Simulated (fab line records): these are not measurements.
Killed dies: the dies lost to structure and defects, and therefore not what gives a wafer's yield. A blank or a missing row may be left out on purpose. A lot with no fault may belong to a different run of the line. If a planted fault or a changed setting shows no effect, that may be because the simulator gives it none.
Code-filled problem report in 8D (eight disciplines) form ; flow n5Finfet ; the parts of the form that need people (team, actions taken, sign-off) are left out

1. THE ISSUE
Mean of runLengthS at N5_BEOL_M11_HM_STRIP_39: 178 s over 2 wafers from 1 lot, against 165 s (standard deviation 3.1) on wafers with no fault. Relative to the usual mean, that is a shift of +4.4 standard deviations.
The step: strips TiN in peroxide tin strip, target depth 25 nm, time 158 s.
The first sign was on wafer L936.1 at day 14 23:13, on wetBench-02. At this step, 30 wafers from 11 lots have a number in the record. Rule for "out" (also "out of limits"): further than 4 standard deviations from the usual mean. The rest of the wafers with a number are treated as sound.

2. WHAT IT IS, AND WHAT IT ISN'T
question;is;is not
which readings at this step;runLengthS;-
which lots;L936;L919, L922, L924, L925, L927, L929, L939, L940, L941, L942
which wafers of those lots;all that have a number;-
read on which tools;wetBench-02;wetBench-04, wetBench-05
when;from day 14 23:13;"up to then (17 sound wafers); but 11 sound wafers of L939, L940, L941, L942 came after"

3. SUSPECTS, AND WHAT RULES EACH OUT
Counting: a tool at any process step up to the reading remains a suspect when it ran all the lots that are out and ran no sound lot after the first of those.
- rieDiel-04 at N5_BEOL_M11_DESCUM_33 (chemistry O2, time 7.9 s): ruled out as a lasting fault. After its first lot that is out, L936 (day 14 22:41), sound lots L940, L941, L942 ran on it.
- rieDiel-04 at N5_BEOL_M11_ETCH_65 (etches SiARC in CF4, target depth 39 nm, time 65 s): ruled out as a lasting fault. After its first lot that is out, L936 (day 14 22:43), sound lots L940, L941, L942 ran on it.
- wetBench-02 at N5_BEOL_M11_HM_STRIP_39 (strips TiN in peroxide tin strip, target depth 25 nm, time 158 s): kept. It ran the lot that is out, L936 (day 14 23:13), and no sound lot after that; its last sound lot up to then is L929 (day 13 13:44). Out on those wafers are its own readings of runLengthS.
Remaining after the count: wetBench-02 at N5_BEOL_M11_HM_STRIP_39.

4. THE CAUSE (what the simulator had put in)
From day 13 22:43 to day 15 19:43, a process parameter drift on wetBench-02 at N5_BEOL_M11_HM_STRIP_39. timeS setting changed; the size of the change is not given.
Only this tool survived the counting.

5. SEQUENCE OF EFFECTS, ordered by route
Each row: a reading where the mean over the struck wafers with a number is more than 3 standard deviations away from the usual. Scope: only readings with a usual standard deviation given in the record; hours: median across lots of the time from each lot's start at the first step in this table that gives one to its start at this step; sigmas: change in usual standard deviations.
hours;step;reading;usual;on struck wafers;change;sigmas
0;N5_BEOL_M11_HM_STRIP_39;runLengthS;165 s;178;+14;+4.4
It contains these process steps:
- N5_BEOL_M11_HM_STRIP_39: strips TiN in peroxide tin strip, target depth 25 nm, time 158 s.

6. HOW IT WOULD HAVE BEEN CAUGHT EARLIER
The fault began at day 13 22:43; the first out-of-limits reading in this record came at day 14 23:13, 24 hours later.
